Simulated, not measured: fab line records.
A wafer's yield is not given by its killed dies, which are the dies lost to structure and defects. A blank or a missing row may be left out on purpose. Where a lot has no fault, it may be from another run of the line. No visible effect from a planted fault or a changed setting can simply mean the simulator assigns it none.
fab line records	flow nand-harc	part 2 of 2: steps 5 to 6 of 6
record lots=24	wafers=72	last-day=33
route steps=1302 shown A_CHANNEL_FILL_D1@509 A_ONON_D2@557 A_CHANNEL_HOLE_D2@582
lots that met no fault: taken from a fault-free run of the same line
start-h: hours from the record's first day to the start of the lot's first wafer shown	wait-h: hours since the lot's step before	" the same as in the row above	L1.1+2: several wafers, shown together as one row	- value missing, or start not given	* or withheld: withheld	< > ~ a bound
route shown NAME@n: a module of which the file shows steps, and the number in the route of the first	usual: average and standard deviation across the fault-free wafers	same: alike in all rows	chamber/n: place in a boat	sites: the reading at each site	_std_site: the values' standard deviation	_edge_site: outer sites' mean less inner sites'	radius-mm: how far each site lies from the wafer's centre	mask NAME#n: copy n	behind: the last tool/chamber to shape the wafer	hold: the reason the lot was held/the length of the hold in hours/how it ended	device: transistor that didn't switch, given as n, p or np	end of line: tests of these same wafers at the route's end	step lacking rows: just its recipe	killed: the dies lost at the first sort to structure and to defects; this is not the yield of the wafer	map: dies across one wafer; x = killed, . = not, _ = none there
set.NAME: the run value of the setting; set.NAME@STEP: its run value at that earlier step	model.NAME: the simulator's own value behind a step, which no gauge read
steps of the route over a sample of lots; a table a step, a row a wafer
services: the hour from which a tool's chamber was out of use, counted from the record's first day as start-h (under 0 if before that day), plus the number of hours and why
## steps
# step NHARC_A_CHANNEL_HOLE_D2_ETCH_19
# recipe bias-v=1200	source-w=2500	pressure-mtorr=15	time-s=34.5	ar-flow-sccm=375	c4f8-flow-sccm=28.8	o2-flow-sccm=96.2	temp-c=-20	target-depth-a=*	chemistry=C4F8/O2/Ar
# usual drypump-motor-current-A=5.5/0.44	showerhead-plenum-p-Torr=3.71/0.13	throttle-valve-pct=37.038/0.0093
lot.wafer	tool	chamber	start-h	wait-h	drypump-motor-current-A	rf-hours-counter-h	showerhead-plenum-p-Torr	throttle-valve-pct
L075.2	har-etch-02	1	289.51	0.1	5.5	363	3.77	37.032
L075.4	"	0	"	"	5.6	-	3.59	37.042
L075.5	"	0	"	"	5.6	-	3.59	37.048
L074.1	har-etch-01	1	289.76	0.1	6.0	156	3.63	37.036
L074.2	"	0	"	"	4.8	156	3.74	37.022
L074.5	"	0	"	"	4.8	-	3.74	37.040
L076.3	har-etch-02	0	308.72	0.1	5.6	-	3.58	37.031
L076.4	"	1	"	"	5.4	-	3.77	37.035
L076.5	"	1	"	"	5.5	-	3.77	37.038
L077.2	har-etch-01	1	323.36	0.1	6.0	171	3.62	37.039
L077.3	"	1	"	"	6.1	-	3.62	37.031
L077.5	"	0	"	"	4.8	-	3.73	37.038
L078.2	har-etch-01	1	333.89	2.3	6.0	179	3.61	37.044
L078.1	"	0	"	"	4.8	179	3.73	37.045
L078.5	"	1	"	"	6.0	-	3.61	37.053
L079.1	har-etch-02	0	337.55	1.7	5.5	375	3.57	37.025
L079.3	"	1	"	"	5.5	-	3.76	37.042
L079.4	"	0	"	"	5.6	-	3.57	37.051
L081.1	har-etch-02	0	349.03	0.1	5.6	383	3.57	37.034
L081.2	"	1	"	"	5.5	398	3.75	37.043
L081.3	"	1	"	"	5.5	-	3.75	37.030
L080.3	har-etch-01	1	350.15	1.0	6.0	-	3.61	37.048
L080.5	"	0	"	"	4.8	-	3.72	37.033
L080.6	"	1	"	"	6.0	-	3.61	37.044
L083.2	har-etch-01	0	371.50	0.1	4.8	201	3.71	37.034
L083.4	"	1	"	"	6.1	-	3.60	37.050
L083.6	"	0	"	"	4.8	-	3.71	37.042
L082.3	har-etch-02	1	373.76	2.2	5.5	-	3.74	37.026
L082.4	"	0	"	"	5.6	-	3.56	37.035
L082.5	"	1	"	"	5.5	-	3.74	37.044
L084.2	har-etch-02	0	394.88	1.5	5.5	0	3.99	37.037
L084.4	"	0	"	"	5.5	-	3.99	37.036
L084.6	"	0	"	"	5.6	-	3.99	37.025
L085.4	har-etch-01	0	397.31	2.5	4.8	-	3.70	37.043
L085.6	"	0	"	"	4.8	-	3.70	37.046
L085.5	"	1	"	"	6.0	-	3.59	37.021
L086.4	har-etch-02	0	407.91	0.1	5.6	-	3.98	37.034
L086.3	"	1	"	"	5.5	-	3.74	37.038
L086.6	"	0	"	"	5.6	-	3.98	37.039
L087.2	har-etch-02	0	429.97	0.1	5.6	15	3.98	37.042
L087.5	"	0	"	"	5.6	-	3.98	37.029
L087.6	"	1	"	"	5.5	-	3.73	37.046
L088.1	har-etch-02	0	441.92	1.7	5.6	23	3.97	37.037
L088.4	"	1	"	"	5.5	-	3.73	37.035
L088.5	"	1	"	"	5.5	-	3.73	37.035
L089.1	har-etch-01	1	442.22	0.1	6.0	243	3.58	37.056
L089.3	"	1	"	"	6.0	-	3.58	37.046
L089.6	"	0	"	"	4.8	-	3.69	37.036
L090.4	har-etch-02	0	455.56	0.5	5.6	-	3.96	37.054
L090.3	"	1	"	"	5.5	-	3.72	37.037
L090.5	"	0	"	"	5.5	-	3.97	37.040
L091.2	har-etch-01	1	460.29	0.1	6.0	254	3.57	37.042
L091.3	"	0	"	"	4.8	-	3.68	37.033
L091.6	"	0	"	"	4.8	-	3.68	37.031
L092.1	har-etch-01	1	464.44	2.7	6.1	258	3.57	37.039
L092.3	"	1	"	"	6.1	-	3.57	37.039
L092.6	"	0	"	"	4.8	-	3.68	37.027
L093.4	har-etch-01	0	481.32	0.1	4.8	-	3.68	37.050
L093.3	"	1	"	"	6.0	-	3.56	37.047
L093.5	"	1	"	"	6.0	-	3.56	37.025
L094.2	har-etch-01	1	496.48	0.1	6.0	277	3.56	37.035
L094.1	"	0	"	"	4.8	277	3.67	37.034
L094.5	"	0	"	"	4.8	-	3.67	37.039
L095.2	har-etch-02	0	506.64	1.1	5.6	65	3.95	37.033
L095.3	"	1	"	"	5.5	-	3.71	37.039
L095.5	"	1	"	"	5.5	-	3.70	37.038
L097.4	har-etch-02	1	529.59	0.1	5.4	-	3.70	37.051
L097.3	"	0	"	"	5.6	-	3.94	37.043
L097.6	"	1	"	"	5.4	-	3.70	37.030
L096.3	har-etch-01	0	531.15	1.2	4.8	-	3.66	37.048
L096.6	"	1	"	"	6.0	-	3.55	37.057
L096.5	"	0	"	"	4.8	-	3.66	37.025
# step NHARC_A_CHANNEL_HOLE_D2_ETCH_44
# recipe target-depth-a=1400	overetch-a=140	time-s=77	ion-energy-ev=100	cf4-flow-sccm=80	o2-flow-sccm=20	ar-flow-sccm=0	rf-w=300	bias-w=100	chemistry=CF4/O2
# usual drypump-motor-current-A=5.9/0.55	oes-product-au=1.001/0.011	rf-vpp-V=197.6/1.2	showerhead-plenum-p-Torr=1.32/0.046	throttle-valve-pct=13.398/0.0093
lot.wafer	tool	chamber	start-h	wait-h	drypump-motor-current-A	oes-product-au	rf-hours-counter-h	rf-vpp-V	showerhead-plenum-p-Torr	throttle-valve-pct
L075.4	rie-diel-12	2	294.26	0.1	6.2	0.991	1.9	196.9	1.32	13.388
L075.2	"	3	"	"	6.3	1.007	1.4	196.3	1.28	13.419
L075.5	"	1	"	"	4.9	1.020	-	199.0	1.35	13.396
L074.1	rie-diel-01	3	294.53	0.1	6.4	0.998	2.7	195.5	1.31	13.392
L074.2	"	0	"	"	6.7	1.007	3.1	196.8	1.33	13.411
L074.5	"	2	"	"	5.9	1.016	-	199.3	1.35	13.393
L076.3	rie-diel-01	1	313.43	0.1	5.4	1.017	3.9	196.1	1.25	13.388
L076.4	"	2	"	"	5.9	0.999	3.3	198.2	1.35	13.414
L076.5	"	1	"	"	5.4	1.010	-	195.7	1.25	13.411
L077.3	rie-diel-01	1	328.06	0.1	5.4	1.010	4.8	197.4	1.25	13.400
L077.2	"	2	"	"	5.9	0.997	4.6	197.5	1.35	13.400
L077.5	"	0	"	"	6.7	1.003	-	198.3	1.33	13.388
L078.2	rie-diel-12	0	338.62	0.1	5.7	1.012	3.6	199.1	1.38	13.397
L078.1	"	1	"	"	4.9	1.011	4.2	196.6	1.35	13.397
L078.5	"	2	"	"	6.2	0.992	-	195.8	1.32	13.396
L079.3	rie-diel-09	0	342.28	0.0	6.6	0.985	0.9	196.7	1.26	13.393
L079.1	"	1	"	"	4.9	1.019	0.6	198.4	1.39	13.398
L079.4	"	3	"	"	6.1	0.996	1.0	196.6	1.29	13.388
L081.1	rie-diel-12	0	353.74	0.1	5.7	1.012	4.3	199.0	1.38	13.406
L081.2	"	2	"	"	6.2	1.002	4.6	198.2	1.32	13.394
L081.3	"	3	"	"	6.3	0.994	4.1	197.2	1.28	13.386
L080.3	rie-diel-01	0	354.85	0.1	6.6	0.994	7.6	199.6	1.33	13.392
L080.5	"	2	"	"	5.9	1.010	-	198.7	1.35	13.404
L080.6	"	3	"	"	6.4	0.993	-	197.3	1.31	13.390
L083.4	rie-diel-01	0	376.23	0.1	6.7	0.992	9.0	198.9	1.33	13.394
L083.2	"	1	"	"	5.4	1.002	9.2	196.7	1.25	13.395
L083.6	"	0	"	"	6.7	0.985	-	198.2	1.33	13.410
L082.4	rie-diel-12	1	378.44	0.1	4.9	1.000	5.3	198.2	1.35	13.389
L082.3	"	2	"	"	6.2	0.994	5.6	196.3	1.32	13.406
L082.5	"	3	"	"	6.2	0.996	-	197.3	1.28	13.401
L084.2	rie-diel-01	0	399.60	0.1	6.7	0.988	0.1	198.1	1.33	13.404
L084.4	"	2	"	"	5.9	1.005	0.2	197.8	1.35	13.401
L084.6	"	0	"	"	6.7	0.986	-	197.1	1.33	13.415
L085.4	rie-diel-01	0	402.03	0.1	6.7	0.990	0.2	196.8	1.33	13.409
L085.6	"	1	"	"	5.4	0.994	-	195.8	1.25	13.394
L085.5	"	2	"	"	5.9	1.008	-	199.1	1.35	13.396
L086.3	rie-diel-09	2	412.60	0.1	5.8	1.005	4.8	199.6	1.41	13.401
L086.4	"	1	"	"	4.9	1.001	5.1	199.3	1.39	13.391
L086.6	"	3	"	"	6.0	0.991	-	196.8	1.29	13.395
L087.2	rie-diel-12	1	434.74	0.1	4.9	1.013	7.7	197.0	1.35	13.394
L087.5	"	1	"	"	4.9	1.014	-	198.4	1.35	13.414
L087.6	"	3	"	"	6.2	0.998	-	196.8	1.28	13.398
L088.1	rie-diel-01	3	446.60	0.1	6.4	1.013	2.4	198.2	1.31	13.401
L088.4	"	2	"	"	5.9	1.000	2.5	199.0	1.35	13.395
L088.5	"	3	"	"	6.4	1.011	-	197.0	1.31	13.412
L089.1	rie-diel-09	2	446.94	0.0	5.8	0.991	5.9	200.8	1.41	13.397
L089.3	"	3	"	"	6.0	0.995	6.3	196.3	1.29	13.403
L089.6	"	2	"	"	5.8	0.989	-	199.0	1.41	13.387
L090.3	rie-diel-09	0	460.24	0.1	6.6	0.992	7.5	196.3	1.26	13.392
L090.4	"	2	"	"	5.8	0.991	7.8	198.7	1.41	13.385
L090.5	"	0	"	"	6.6	0.990	-	196.8	1.26	13.411
L091.2	rie-diel-12	3	465.01	0.1	6.2	0.991	0.6	196.8	1.28	13.403
L091.3	"	0	"	"	5.7	1.001	0.6	198.8	1.38	13.408
L091.6	"	3	"	"	6.2	0.989	-	195.8	1.28	13.388
L092.1	rie-diel-12	1	469.18	0.1	4.8	1.004	1.1	198.1	1.35	13.407
L092.3	"	3	"	"	6.3	1.000	0.7	196.5	1.28	13.404
L092.6	"	2	"	"	6.2	0.998	-	199.6	1.32	13.385
L093.3	rie-diel-12	3	486.01	0.1	6.2	0.999	1.4	197.1	1.28	13.407
L093.4	"	1	"	"	4.9	1.001	2.0	198.9	1.35	13.396
L093.5	"	3	"	"	6.2	0.997	-	196.4	1.28	13.395
L094.2	rie-diel-01	0	501.20	0.1	6.7	0.971	6.7	197.8	1.33	13.394
L094.1	"	1	"	"	5.4	1.011	7.4	196.2	1.25	13.403
L094.5	"	1	"	"	5.4	0.998	-	194.9	1.25	13.399
L095.3	rie-diel-01	2	511.33	0.1	5.9	0.996	8.4	198.2	1.35	13.388
L095.2	"	0	"	"	6.7	0.999	8.3	197.4	1.33	13.424
L095.5	"	2	"	"	5.9	0.996	-	198.1	1.35	13.400
L097.3	rie-diel-01	3	534.31	0.1	6.4	1.011	9.2	196.6	1.31	13.415
L097.4	"	1	"	"	5.4	1.011	10.0	196.7	1.25	13.368
L097.6	"	2	"	"	5.9	0.994	-	198.8	1.35	13.396
L096.3	rie-diel-09	1	535.82	0.1	4.9	1.008	1.6	199.1	1.39	13.389
L096.6	"	0	"	"	6.5	1.011	-	196.4	1.26	13.400
L096.5	"	1	"	"	4.9	1.001	-	198.1	1.39	13.403
## services
tool	chamber	start-h	hours	kind
rie-diel-12	-	213.89	0.5	repair
rie-diel-12	-	223.00	1.3	repair
rie-diel-10	0	227.15	1.7	repair
rie-diel-05	-	229.60	9.0	pm
rie-diel-12	-	268.40	9.0	pm
rie-diel-01	1	283.32	3.1	repair
rie-diel-01	3	291.85	2.0	repair
rie-diel-12	2	318.60	1.7	repair
rie-diel-09	-	320.10	9.0	pm
rie-diel-12	1	344.53	3.6	repair
har-etch-02	-	377.87	17.0	pm
rie-diel-01	-	380.84	9.0	pm
rie-diel-09	-	396.65	6.9	repair
rie-diel-09	2	415.70	3.7	repair
rie-diel-12	2	428.09	7.7	repair
rie-diel-12	-	445.40	9.0	pm
rie-diel-12	-	492.39	0.2	repair
rie-diel-09	-	497.10	9.0	pm
rie-diel-01	1	503.60	3.7	repair
rie-diel-09	2	513.10	5.0	repair
rie-diel-09	1	514.81	7.3	repair
rie-diel-09	3	521.04	10.0	repair
rie-diel-01	-	531.81	0.4	repair
rie-diel-01	3	535.09	7.4	repair
